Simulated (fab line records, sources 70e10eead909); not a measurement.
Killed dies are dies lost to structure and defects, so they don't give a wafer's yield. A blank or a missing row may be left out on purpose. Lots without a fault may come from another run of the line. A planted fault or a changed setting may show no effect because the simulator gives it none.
fab line records | flow nand_harc
record lots=11 wafers=33 last_day=33
route steps=1302 shown P_M1@315 P_M2@332 END@1302
lots that met no fault: from a run of the same line without faults
start_h: hours from the record's first day to the start of the lot's first wafer shown | wait_h: hours since the lot's step before | " the same as in the row above | L1.1+2: a row that stands for several wafers | - no value, or no start given | * or withheld: withheld | < > ~ a bound
route shown NAME@n: a module of which the file shows steps, and the number in the route of the first | usual: mean/standard deviation of fault-free wafers | same: alike in all rows | chamber/n: place in a boat | sites: the reading at each site | _std_site: their standard deviation | _edge_site: outer sites' mean less inner sites' | radius_mm: how far each site lies from the wafer's centre | mask NAME#n: copy n | behind: the tool/chamber that last shaped the wafer | hold: why the lot was held/for how many hours/how that ended | device: the transistor (n, p or np) that didn't switch | end of line: the same wafers' tests at the end of the route | a step without rows: its recipe alone | killed: dies lost to structure and defects at the first sort, not the wafer's yield | map: a wafer's dies, x killed, . not, _ none there
set.NAME: the setting as run; set.NAME@STEP: as run at that earlier step | model.NAME: the simulator's own value behind a step, which no gauge read
steps of the route over a sample of lots; a table a step, a row a wafer
services: from which hour (start_h, from the record's first day; less than 0 if before it) a tool's chamber was out of use, for how many hours, and why
## steps
# step NHARC_P_M1_INSPECT_27
# usual raw_defect_count=263/97
# columns lot.wafer tool chamber start_h wait_h raw_defect_count
L543.4 defect_inspect-02 - 163.60 0.0 404
L543.5 " - " " 275
L543.6 " - " " 253
L546.2 defect_inspect-01 - 196.04 0.0 327
L546.3 " - " " 239
L546.5 " - " " 274
L551.1 defect_inspect-02 - 250.91 0.0 162
L551.2 " - " " 263
L551.6 " - " " 224
L554.2 defect_inspect-01 - 281.43 0.0 230
L554.4 " - " " 309
L554.5 " - " " 170
L555.1 defect_inspect-02 - 293.00 0.0 205
L555.5 " - " " 255
L555.6 " - " " 313
L556.1 defect_inspect-02 - 294.98 0.0 345
L556.3 " - " " 354
L556.5 " - " " 200
L557.1 defect_inspect-02 - 309.68 0.0 350
L557.2 " - " " 243
L557.5 " - " " 330
L558.1 defect_inspect-01 - 318.09 0.0 232
L558.3 " - " " 161
L558.4 " - " " 187
L559.2 defect_inspect-02 - 332.03 0.0 165
L559.4 " - " " 305
L559.6 " - " " 184
L561.1 defect_inspect-02 - 343.94 0.0 89
L561.4 " - " " 226
L561.5 " - " " 232
L562.1 defect_inspect-02 - 355.62 0.0 374
L562.2 " - " " 357
L562.3 " - " " 229
# step NHARC_P_M2_ETCH_35
# recipe target_depth_a=400 overetch_a=120 time_s=43.94 ion_energy_ev=200 n2_flow_sccm=150 h2_flow_sccm=150 ar_flow_sccm=0 rf_w=400 bias_w=150 chemistry=N2/H2
# usual bias_w=150.1/0.41 chamber_pressure_mTorr=29.998/0.026 drypump_motor_current_A=6.1/0.47 n2_flow_sccm=150.0/0.44 oes_product_au=1.000/0.007 rf_vpp_V=431/3.2 showerhead_plenum_p_Torr=2.07/0.11 throttle_valve_pct=14.171/0.0091
# columns lot.wafer tool chamber start_h wait_h bias_w chamber_pressure_mTorr drypump_motor_current_A n2_flow_sccm oes_product_au rf_hours_counter_h rf_vpp_V showerhead_plenum_p_Torr throttle_valve_pct
L543.4 rie_diel-12 3 165.21 0.1 150.9 29.985 6.4 150.2 1.001 - 434 2.21 14.172
L543.5 " 0 " " 150.5 29.975 6.5 150.1 1.001 - 426 1.90 14.184
L543.6 " 1 " " 149.7 30.009 6.7 149.8 0.993 - 433 2.14 14.187
L546.2 rie_diel-06 0 197.71 0.1 150.5 30.044 5.3 150.7 1.006 2.8 430 2.00 14.172
L546.3 " 3 " " 149.8 30.028 5.9 149.7 1.003 2.7 430 1.97 14.171
L546.5 " 1 " " 150.0 29.968 6.2 149.0 1.003 - 431 2.11 14.169
L551.1 rie_diel-12 2 252.61 0.1 150.2 29.982 5.1 150.2 1.002 6.4 434 2.18 14.181
L551.2 " 3 " " 150.0 30.015 6.4 149.3 1.004 7.2 434 2.21 14.175
L551.6 " 1 " " 150.1 30.010 6.6 150.4 1.002 - 432 2.14 14.164
L554.4 rie_diel-12 2 283.10 0.1 150.1 29.994 5.1 149.5 0.993 0.3 435 2.18 14.154
L554.2 " 3 " " 150.5 30.015 6.4 149.6 1.003 0.3 436 2.21 14.169
L554.5 " 2 " " 150.5 30.005 5.2 150.1 0.998 - 435 2.18 14.159
L555.1 rie_diel-10 1 294.82 0.1 150.3 29.976 5.8 149.4 0.993 2.2 428 1.94 14.164
L555.6 " 1 " " 149.7 30.035 5.8 149.0 1.002 - 425 1.94 14.197
L555.5 " 2 " " 150.0 29.990 5.7 150.9 0.993 - 431 2.09 14.167
L556.3 rie_diel-12 1 296.62 0.1 149.7 30.008 6.6 150.2 0.997 1.3 433 2.14 14.172
L556.1 " 3 " " 149.8 30.008 6.4 150.0 1.001 1.4 437 2.21 14.161
L556.5 " 2 " " 150.5 29.976 5.2 150.1 1.007 - 435 2.18 14.169
L557.1 rie_diel-10 3 311.49 0.1 149.8 30.003 5.5 150.6 0.986 3.6 434 2.17 14.175
L557.2 " 2 " " 150.0 29.920 5.8 149.9 0.999 3.3 431 2.09 14.171
L557.5 " 3 " " 150.0 30.013 5.5 150.5 0.997 - 434 2.17 14.160
L558.3 rie_diel-12 0 321.06 0.1 150.2 30.042 6.5 149.4 0.997 2.4 427 1.90 14.187
L558.1 " 3 " " 150.0 29.960 6.4 151.1 1.004 2.3 435 2.21 14.176
L558.4 " 3 " " 151.2 29.971 6.3 150.4 1.006 - 435 2.21 14.178
L559.4 rie_diel-12 2 333.83 0.1 150.5 29.964 5.2 149.5 1.006 1.6 434 2.18 14.158
L559.2 " 3 " " 149.7 29.994 6.4 150.9 1.004 2.4 436 2.21 14.173
L559.6 " 2 " " 150.2 30.001 5.2 149.8 1.008 - 436 2.18 14.162
L561.4 rie_diel-06 1 345.78 0.1 149.8 29.974 6.2 149.4 0.986 2.7 432 2.10 14.172
L561.1 " 3 " " 149.9 30.001 5.9 150.6 0.997 2.3 428 1.96 14.163
L561.5 " 1 " " 149.3 29.986 6.3 150.3 0.989 - 432 2.10 14.173
L562.3 rie_diel-12 0 357.28 0.1 150.3 29.995 6.5 149.6 0.999 4.4 425 1.90 14.165
L562.2 " 1 " " 149.5 30.020 6.6 149.9 0.997 3.6 433 2.14 14.189
L562.1 " 2 " " 150.0 29.981 5.2 150.4 1.006 3.1 434 2.18 14.173
# step NHARC_P_M2_ETCH_28
# recipe target_depth_a=300 over_etch_frac=0.3 time_s=72.99 ion_energy_ev=150 cf4_flow_sccm=50 n2_flow_sccm=100 ar_flow_sccm=150 rf_w=300 bias_w=100 chemistry=CF4/N2
# usual bias_w=100.02/0.29 cf4_flow_sccm=50.00/0.15 drypump_motor_current_A=6.0/0.44 n2_flow_sccm=100.0/0.3 oes_product_au=0.998/0.0077 rf_vpp_V=314.7/2.2 showerhead_plenum_p_Torr=2.66/0.12 throttle_valve_pct=19.795/0.0086
# columns lot.wafer tool chamber start_h wait_h bias_w cf4_flow_sccm drypump_motor_current_A n2_flow_sccm oes_product_au rf_hours_counter_h rf_vpp_V showerhead_plenum_p_Torr throttle_valve_pct
L543.4 rie_diel-10 0 165.82 - 99.81 49.82 6.4 100.4 0.991 - 315.5 2.73 19.800
L543.6 " 0 " " 99.99 50.03 6.3 100.3 0.985 - 315.7 2.73 19.799
L543.5 " 1 " " 99.91 49.98 5.9 100.0 1.005 - 311.9 2.51 19.796
L546.3 rie_diel-10 3 198.24 - 100.40 50.17 5.5 100.1 1.006 4.6 316.3 2.78 19.788
L546.2 " 1 " " 100.10 50.26 5.8 99.9 1.002 4.5 312.2 2.51 19.780
L546.5 " 3 " " 100.37 50.04 5.5 99.6 1.002 - 315.7 2.78 19.790
L551.2 rie_diel-06 1 253.17 - 99.97 49.90 6.3 100.3 0.985 8.2 315.8 2.70 19.804
L551.1 " 3 " " 100.04 49.95 5.9 99.9 0.991 8.3 311.8 2.54 19.795
L551.6 " 1 " " 99.97 49.99 6.3 100.4 0.996 - 316.3 2.70 19.793
L554.4 rie_diel-12 1 283.63 - - - - - - - - - -
L554.2 " 2 " " - - - - - - - - -
L554.5 " 2 " " - - - - - - - - -
L555.1 rie_diel-10 0 295.36 - - - - - - - - - -
L555.6 " 2 " " - - - - - - - - -
L555.5 " 3 " " - - - - - - - - -
L556.1 rie_diel-10 3 297.15 - 99.72 49.92 5.5 100.0 0.998 2.9 317.7 2.78 19.797
L556.3 " 1 " " 100.67 50.31 5.9 100.0 1.008 2.5 312.3 2.50 19.805
L556.5 " 0 " " 100.48 49.88 6.3 99.7 0.999 - 316.2 2.73 19.802
L557.2 rie_diel-12 1 312.02 - 100.43 49.84 6.6 100.0 1.004 1.6 315.4 2.74 19.785
L557.1 " 3 " " 99.75 50.00 6.4 100.1 1.000 1.7 317.7 2.82 19.776
L557.5 " 2 " " 100.50 50.17 5.2 99.3 1.009 - 316.9 2.79 19.796
L558.1 rie_diel-10 3 321.62 - 99.38 50.03 5.5 99.8 0.981 3.9 316.6 2.78 19.806
L558.4 " 0 " " 100.42 50.25 6.4 100.3 1.003 4.2 316.2 2.73 19.803
L558.3 " 1 " " 100.22 49.92 5.9 100.0 1.008 3.8 311.2 2.50 19.805
L559.4 rie_diel-10 2 334.37 - 100.02 49.97 5.8 100.0 0.996 4.3 315.3 2.68 19.799
L559.2 " 3 " " 100.23 50.01 5.5 100.5 0.979 4.7 316.5 2.78 19.792
L559.6 " 1 " " 100.21 50.07 5.8 100.2 0.995 - 311.3 2.50 19.796
L561.1 rie_diel-10 3 346.32 - 100.14 49.90 5.5 100.4 0.990 5.0 316.6 2.78 19.792
L561.4 " 0 " " 100.10 49.99 6.4 100.1 0.985 5.7 315.5 2.73 19.806
L561.5 " 2 " " 100.13 50.01 5.7 100.0 0.988 - 314.7 2.68 19.802
L562.1 rie_diel-06 2 357.82 - 100.15 50.08 6.1 100.4 0.982 3.7 311.9 2.48 19.794
L562.3 " 3 " " 100.23 50.01 5.9 99.7 0.996 3.5 314.1 2.54 19.792
L562.2 " 1 " " 99.61 49.99 6.3 99.9 0.981 3.5 316.4 2.70 19.784
# step NHARC_P_M2_CMP_23
# recipe t_overpolish_s=20 target_thk_nm=144.3
# usual motor_current_A=12.3/0.94 retaining_ring_pressure_frac=1.000/0.0047 time_to_endpoint_s=29.2/2.7
# columns lot.wafer tool chamber start_h wait_h motor_current_A retaining_ring_pressure_frac time_to_endpoint_s
L543.4 cmp-02 3 167.34 - 13.4 0.996 27.4
L543.5 " 2 " " 13.0 1.000 28.5
L543.6 " 3 " " 13.4 0.999 31.3
L546.2 cmp-02 0 199.79 - 11.7 0.999 25.9
L546.3 " 1 " " 11.1 0.998 30.0
L546.5 " 0 " " 11.5 0.996 25.9
L551.2 cmp-03 2 254.64 - 12.8 1.014 27.3
L551.1 " 1 " " 13.0 0.992 29.1
L551.6 " 2 " " 11.7 1.002 27.1
L554.4 cmp-03 1 285.15 - 12.0 0.997 26.2
L554.2 " 3 " " 11.0 0.999 24.6
L554.5 " 1 " " 12.4 1.001 26.8
L555.1 cmp-02 0 296.87 - 12.3 0.994 27.7
L555.5 " 3 " " 13.5 1.001 29.9
L555.6 " 0 " " 11.8 0.996 30.3
L556.1 cmp-02 3 298.66 - 14.0 1.005 30.0
L556.3 " 1 " " 11.8 1.006 31.6
L556.5 " 3 " " 13.4 1.002 29.1
L557.2 cmp-03 1 313.54 - 12.7 0.994 26.3
L557.1 " 2 " " 13.1 0.997 22.8
L557.5 " 1 " " 12.6 0.992 23.1
L558.3 cmp-01 0 323.13 - 14.7 0.999 32.6
L558.4 " 1 " " 10.4 0.997 33.2
L558.1 " 3 " " 12.3 1.003 31.3
L559.4 cmp-03 1 335.85 - 12.3 0.998 29.5
L559.2 " 0 " " 12.8 1.001 28.9
L559.6 " 1 " " 12.4 0.999 28.8
L561.4 cmp-01 1 347.87 - 11.0 1.002 35.7
L561.1 " 2 " " 11.7 0.990 29.3
L561.5 " 3 " " 12.4 0.998 31.9
L562.1 cmp-01 2 359.31 - 10.9 0.999 32.1
L562.2 " 3 " " 12.6 0.994 30.5
L562.3 " 0 " " 13.9 1.006 32.7
# step NHARC_END_SORT_01
# recipe temp_c=25
# usual defect_limited_yield=90.9/2.6 killed_at_array=57/18 killed_at_other=0.9/1.3 killed_at_periphery=3.5/2.2 killed_dies=62/18 killed_open=3.0/1.7 killed_short=2.3/1.5
# same gross_dies=677
# columns lot.wafer tool chamber start_h wait_h defect_limited_yield[%] killed_at_array killed_at_other killed_at_periphery killed_dies killed_open killed_short
L554.2 prober-02 0 707.28 2.8 0 64 1 612 677 5 4
L554.4 prober-02 0 708.91 3.4 0 82 0 595 677 5 3
L554.5 prober-02 0 709.72 3.8 0 55 2 620 677 4 3
L555.1 prober-01 0 714.15 2.5 0 46 1 630 677 3 0
L555.5 prober-01 0 717.36 3.7 0 50 0 627 677 6 1
L555.6 prober-01 0 718.16 4.0 0 59 1 617 677 4 5
# killed by level:class
L554.2 P_M2:area_etch=606 A_SLIT:chamber_film_flake=21 A_CHANNEL_HOLE_D2:chamber_film_flake=14 A_CHANNEL_HOLE_D1:chamber_film_flake=8 A_STAIRCASE:chamber_film_flake=5 P_GATE:chamber_film_flake=3 A_BLC:chamber_film_flake=3 P_M0:geometric_particle:open=2
L554.4 P_M2:area_etch=592 A_SLIT:chamber_film_flake=33 A_CHANNEL_HOLE_D2:chamber_film_flake=20 A_CHANNEL_HOLE_D1:chamber_film_flake=7 A_SGD_CUT:chamber_film_flake=4 A_CHANNEL_FILL_D2:chamber_film_flake=3 A_STAIRCASE:chamber_film_flake=3 A_BLC:chamber_film_flake=3
L554.5 P_M2:area_etch=613 A_SLIT:chamber_film_flake=28 A_CHANNEL_HOLE_D2:chamber_film_flake=7 A_STAIRCASE:chamber_film_flake=5 A_CHANNEL_HOLE_D1:chamber_film_flake=3 A_CONTACT:chamber_film_flake=3 A_CHANNEL_FILL_D2:geometric_particle:short=2 P_GATE:chamber_film_flake=2
L555.1 P_M2:area_etch=626 A_CHANNEL_HOLE_D2:chamber_film_flake=22 A_SLIT:chamber_film_flake=15 A_STAIRCASE:chamber_film_flake=3 A_CONTACT:chamber_film_flake=3 P_GATE:chamber_film_flake=2 P_CONTACT:geometric_particle:open=1 A_SOURCE_PLATE:geometric_particle:open=1
L555.5 P_M2:area_etch=621 A_SLIT:chamber_film_flake=22 A_CHANNEL_HOLE_D2:chamber_film_flake=11 A_CHANNEL_HOLE_D1:chamber_film_flake=5 A_CONTACT:chamber_film_flake=5 P_GATE:chamber_film_flake=3 P_CONTACT:geometric_particle:open=2 A_ONON_D1:geometric_particle:open=1
L555.6 P_M2:area_etch=611 A_SLIT:chamber_film_flake=24 A_CHANNEL_HOLE_D2:chamber_film_flake=18 A_CONTACT:chamber_film_flake=5 A_CHANNEL_HOLE_D1:chamber_film_flake=4 P_GATE:chamber_film_flake=3 P_GATE:geometric_particle:open=1 P_M0:geometric_particle:open=1
## services
# columns tool chamber start_h hours kind
cmp-02 - 141.60 0.7 repair
cmp-03 - 146.47 14.3 repair
rie_diel-06 3 150.47 8.0 repair
rie_diel-12 2 157.21 14.8 repair
cmp-03 - 162.07 4.0 pm
rie_diel-10 3 165.15 3.4 repair
rie_diel-10 2 168.18 3.9 repair
cmp-03 - 180.26 0.6 repair
cmp-02 - 232.50 4.0 pm
cmp-03 - 234.36 0.4 repair
rie_diel-06 2 239.09 4.6 repair
cmp-02 - 240.69 1.0 repair
rie_diel-10 - 242.59 9.0 pm
rie_diel-12 0 247.12 9.7 repair
cmp-02 - 254.56 7.4 repair
cmp-03 - 260.07 4.0 pm
rie_diel-06 0 261.23 5.7 repair
rie_diel-12 - 268.44 9.0 pm
cmp-02 - 276.48 1.4 repair
rie_diel-06 3 305.65 15.0 repair
rie_diel-06 - 307.30 9.0 pm
rie_diel-12 2 314.26 8.5 repair
cmp-02 - 330.50 4.0 pm
cmp-02 - 349.03 0.7 repair
## key
first_sign step=NHARC_P_M2_ETCH_28 reading=tool_record direction=missing
effect step=NHARC_END_SORT_01 reading=killed_at_periphery direction=up sigmas=99+ usual=3.5 struck=616.8
more_kills_born_at NHARC_P_M2_ETCH_28@rie_diel-10=1858 NHARC_P_M2_ETCH_28@rie_diel-12=1811
met_at NHARC_P_M2_ETCH_28
struck_lots L554,L555
later_rows_left_out L554.2,L554.4,L554.5,L555.1,L555.5,L555.6
not_acting_at NHARC_P_M1_INSPECT_27,NHARC_P_M2_ETCH_35,NHARC_P_M2_CMP_23
onset_between 198.24 283.63
fault kind=skipped_step_whole tool=rie_diel-10,rie_diel-12 chamber=- onset_h=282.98 steps=NHARC_P_M2_ETCH_28 scope=struck_lots_only
# later_rows_left_out: the simulator's readings of these wafers behind a module that went badly wrong aren't trusted and aren't shown, but for the sort
